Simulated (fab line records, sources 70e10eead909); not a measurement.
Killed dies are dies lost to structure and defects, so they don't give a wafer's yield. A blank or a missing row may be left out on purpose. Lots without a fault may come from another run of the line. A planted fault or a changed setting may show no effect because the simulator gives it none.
Which tool did it? | flow nand_harc | 13 lots, 38 wafers sampled, at 6 steps of a route of 1302

WHAT THE GAUGES READ, wafer by wafer
NHARC_A_ONON_D1_THK_MEAS_14: measures by ellipsometry. Usual: thk_nm 1001 nm, standard deviation 9.8.
lot  | measured     | on            | thk_nm (nm)    | flag
L164 | day 8 05:29  | film_metro-02 | 1011 1009 1010 |
L169 | day 10 12:53 | film_metro-02 | 657 659        | OFF
L170 | day 10 19:16 | film_metro-02 | 995 659 995    | OFF
L171 | day 11 03:30 | film_metro-01 | 638 976 975    | OFF
L176 | day 12 23:47 | film_metro-01 | 999 998 997    |
L177 | day 14 01:26 | film_metro-02 | 989 988 987    |
L178 | day 14 01:15 | film_metro-01 | 1010 1011 1010 |
L180 | day 15 02:16 | film_metro-01 | 1009 1009 1009 |
L179 | day 15 02:15 | film_metro-02 | 997 995 995    |
L182 | day 15 15:58 | film_metro-02 | 1017 1017 1018 |
L183 | day 16 07:46 | film_metro-02 | 1014 1012 1013 |
L185 | day 17 00:28 | film_metro-01 | 995 994 997    |
L186 | day 17 00:25 | film_metro-01 | 995 995 997    |

NHARC_END_SORT_01. Usual: killed_at_array 52, standard deviation 19; killed_at_other 1.0, standard deviation 1.2; killed_at_periphery 4.1, standard deviation 2.8; killed_dies 57, standard deviation 19; killed_open 3.1, standard deviation 1.7; killed_short 2.5, standard deviation 1.5.
lot  | measured     | on        | killed_at_array | killed_at_other | killed_at_periphery | killed_dies | killed_open | killed_short | flag
L169 | day 27 01:09 | prober-02 | 670 674         | 1 0             | 6 3                 | 677 677     | 2 5         | 5 0          | OFF
L170 | day 27 02:43 | prober-01 | 49 677 51       | 2 0 1           | 3 0 3               | 54 677 55   | 5 2 1       | 2 1 2        | OFF
L171 | day 27 19:47 | prober-01 | 671 36 35       | 0 0 1           | 6 13 10             | 677 49 46   | 1 8 2       | 1 5 2        | OFF

WHICH TOOL RAN EACH LOT (tool, then ch and the chambers of the sampled wafers, then the start)
lot  | NHARC_P_BONDPAD_CMP_32        | NHARC_A_ZERO_WELL_DESCUM_12        | NHARC_A_ONON_D1_DEP_12           | NHARC_A_CHANNEL_HOLE_D1_DEP_00
L164 | cmp-02 ch 0,1,3, day 6 23:31  | rie_diel-06 ch 0,1,3, day 7 04:38  | pecvd_onon-02 ch 0, day 8 04:58  | acl_dep-01 ch 0, day 8 16:10
L169 | cmp-03 ch 0,1, day 9 08:11    | rie_diel-08 ch 2, day 9 13:19      | pecvd_onon-02 ch 0, day 10 12:24 | -
L170 | cmp-01 ch 0,1,2, day 9 14:14  | rie_diel-06 ch 0,1,2, day 9 19:18  | pecvd_onon-02 ch 0, day 10 18:56 | acl_dep-01 ch 0, day 11 08:52
L171 | cmp-03 ch 0,1,3, day 9 22:23  | rie_diel-08 ch 1,2,3, day 10 03:20 | pecvd_onon-02 ch 0, day 11 03:02 | acl_dep-02 ch 0, day 11 18:46
L176 | cmp-01 ch 0,1,3, day 11 18:08 | rie_diel-06 ch 0,2,3, day 11 23:15 | pecvd_onon-01 ch 0, day 12 23:17 | acl_dep-01 ch 0, day 13 10:22
L177 | cmp-01 ch 0,3, day 12 19:56   | rie_diel-06 ch 0,1, day 13 00:58   | pecvd_onon-02 ch 0, day 14 01:02 | acl_dep-03 ch 0, day 14 12:32
L178 | cmp-03 ch 0,2,3, day 12 20:17 | rie_diel-06 ch 1,2,3, day 13 01:59 | pecvd_onon-01 ch 0, day 14 00:44 | acl_dep-03 ch 0, day 14 13:49
L180 | cmp-02 ch 0,1,2, day 13 20:50 | rie_diel-05 ch 0,1,3, day 14 02:06 | pecvd_onon-03 ch 0, day 15 01:46 | acl_dep-01 ch 0, day 15 12:55
L179 | cmp-02 ch 0,1,2, day 13 21:52 | rie_diel-05 ch 2,3, day 14 02:55   | pecvd_onon-02 ch 0, day 15 01:44 | acl_dep-03 ch 0, day 15 12:53
L182 | cmp-01 ch 0,1,3, day 14 10:26 | rie_diel-06 ch 2,3, day 14 15:27   | pecvd_onon-02 ch 0, day 15 15:28 | acl_dep-03 ch 0, day 16 04:59
L183 | cmp-01 ch 0,1, day 15 02:11   | rie_diel-08 ch 1,2, day 15 07:01   | pecvd_onon-01 ch 0, day 16 07:22 | acl_dep-02 ch 0, day 16 20:35
L185 | cmp-02 ch 0,1,3, day 15 19:00 | rie_diel-08 ch 0,1,2, day 15 23:59 | pecvd_onon-03 ch 0, day 16 23:57 | acl_dep-01 ch 0, day 17 14:51
L186 | cmp-02 ch 0,1, day 15 20:05   | rie_diel-06 ch 0,2,3, day 16 01:10 | pecvd_onon-02 ch 0, day 17 00:05 | acl_dep-02 ch 0, day 17 17:01
- NHARC_P_BONDPAD_CMP_32: polishes SiCN, target thk 200 nm.
- NHARC_A_ZERO_WELL_DESCUM_12: chemistry O2, time 3 s.
- NHARC_A_ONON_D1_DEP_12: target thk 1000 nm.
- NHARC_A_CHANNEL_HOLE_D1_DEP_00: deposits aC, target thk 3100 nm.

WHAT THE TOOLS THEMSELVES READ (means of the sampled wafers that have a number; where no wafer has one, the mark that the record gives instead)
NHARC_P_BONDPAD_CMP_32. Usual: motor_current_A 12.4 A, standard deviation 1.5.
lot  | tool   | motor_current_A (A) | flag
L164 | cmp-02 | 13.0                |
L169 | cmp-03 | 13.4                |
L170 | cmp-01 | 13.2                |
L171 | cmp-03 | 12.7                |
L176 | cmp-01 | 12.1                |
L177 | cmp-01 | 10.7                |
L178 | cmp-03 | 11.8                |
L180 | cmp-02 | 11.9                |
L179 | cmp-02 | 12.1                |
L182 | cmp-01 | 12.4                |
L183 | cmp-01 | 12.2                |
L185 | cmp-02 | 12.6                |
L186 | cmp-02 | 13.0                |

NHARC_A_ZERO_WELL_DESCUM_12. Usual: drypump_motor_current_A 5.7 A, standard deviation 0.3; oes_product_au 0.996 a.u., standard deviation 0.013; rf_vpp_V 57.6 V, standard deviation 0.8; showerhead_plenum_p_Torr 1.87 Torr, standard deviation 0.058; throttle_valve_pct 11.311 %, standard deviation 0.0097.
lot  | tool        | drypump_motor_current_A (A) | oes_product_au (a.u.) | rf_vpp_V (V) | showerhead_plenum_p_Torr (Torr) | throttle_valve_pct (%) | flag
L164 | rie_diel-06 | 5.5                         | 0.989                 | 57.4         | 1.83                            | 11.308                 |
L169 | rie_diel-08 | 6.3                         | 1.007                 | 58.1         | 1.97                            | 11.314                 |
L170 | rie_diel-06 | 5.6                         | 0.985                 | 58.1         | 1.87                            | 11.305                 |
L171 | rie_diel-08 | 6.0                         | 1.017                 | 57.2         | 1.90                            | 11.308                 |
L176 | rie_diel-06 | 5.6                         | 0.990                 | 57.5         | 1.88                            | 11.300                 |
L177 | rie_diel-06 | 5.5                         | 0.986                 | 58.1         | 1.83                            | 11.314                 |
L178 | rie_diel-06 | 5.4                         | 0.987                 | 58.1         | 1.86                            | 11.310                 |
L180 | rie_diel-05 | 5.7                         | 1.002                 | 56.8         | 1.85                            | 11.322                 |
L179 | rie_diel-05 | 5.9                         | 0.996                 | 57.5         | 1.87                            | 11.309                 |
L182 | rie_diel-06 | 5.4                         | 0.989                 | 57.8         | 1.86                            | 11.308                 |
L183 | rie_diel-08 | 6.1                         | 1.005                 | 57.8         | 1.94                            | 11.311                 |
L185 | rie_diel-08 | 6.1                         | 1.007                 | 57.1         | 1.94                            | 11.306                 |
L186 | rie_diel-06 | 5.5                         | 0.980                 | 57.6         | 1.88                            | 11.310                 |

NHARC_A_ONON_D1_DEP_12. Usual: sih4_flow_sccm 209.9 sccm, standard deviation 0.65.
lot  | tool          | sih4_flow_sccm (sccm) | flag
L164 | pecvd_onon-02 | 209.5                 |
L169 | pecvd_onon-02 | 210.3                 |
L170 | pecvd_onon-02 | 210.2                 |
L171 | pecvd_onon-02 | 210.1                 |
L176 | pecvd_onon-01 | 210.3                 |
L177 | pecvd_onon-02 | 209.9                 |
L178 | pecvd_onon-01 | 209.2                 |
L180 | pecvd_onon-03 | 208.7                 |
L179 | pecvd_onon-02 | 209.3                 |
L182 | pecvd_onon-02 | 210.8                 |
L183 | pecvd_onon-01 | 209.8                 |
L185 | pecvd_onon-03 | 210.1                 |
L186 | pecvd_onon-02 | 209.8                 |

NHARC_A_CHANNEL_HOLE_D1_DEP_00. Usual: throttle_valve_pct 35.000 %, standard deviation 0.0083.
lot  | tool       | throttle_valve_pct (%) | flag
L164 | acl_dep-01 | 35.002                 |
L170 | acl_dep-01 | 35.017                 |
L171 | acl_dep-02 | 34.992                 |
L176 | acl_dep-01 | 35.001                 |
L177 | acl_dep-03 | 35.000                 |
L178 | acl_dep-03 | 35.003                 |
L180 | acl_dep-01 | 34.999                 |
L179 | acl_dep-03 | 35.003                 |
L182 | acl_dep-03 | 34.999                 |
L183 | acl_dep-02 | 34.997                 |
L185 | acl_dep-01 | 35.000                 |
L186 | acl_dep-02 | 34.998                 |

THE ANSWER, worked out from the rows above alone
Rule: a lot is off if the mean of its wafers that have a number lies more than 3 standard deviations from the usual mean. A lot without any number at a reading at which 4 lots or more have one is off too. The other lots that the step has rows for count as sound. The gauges are gone through in route order, then the tools' own readings, and for those a lot's mean is taken as printed above. The first step at which some lot is off is used, and at that step the reading that is off furthest; a lot without a number counts as furthest.
Off: L169, L170, L171, at NHARC_A_ONON_D1_THK_MEAS_14 (thk_nm).
A tool fits if, at a process step before that reading, it ran every lot that is off, and no sound lot after the first of them. The gauges at NHARC_A_ONON_D1_THK_MEAS_14 aren't tried: what is off there is off at NHARC_END_SORT_01 too, on other tools, and a gauge's error can't cause that. None of those tried fits.

WHAT THE SIMULATOR HAD PUT IN
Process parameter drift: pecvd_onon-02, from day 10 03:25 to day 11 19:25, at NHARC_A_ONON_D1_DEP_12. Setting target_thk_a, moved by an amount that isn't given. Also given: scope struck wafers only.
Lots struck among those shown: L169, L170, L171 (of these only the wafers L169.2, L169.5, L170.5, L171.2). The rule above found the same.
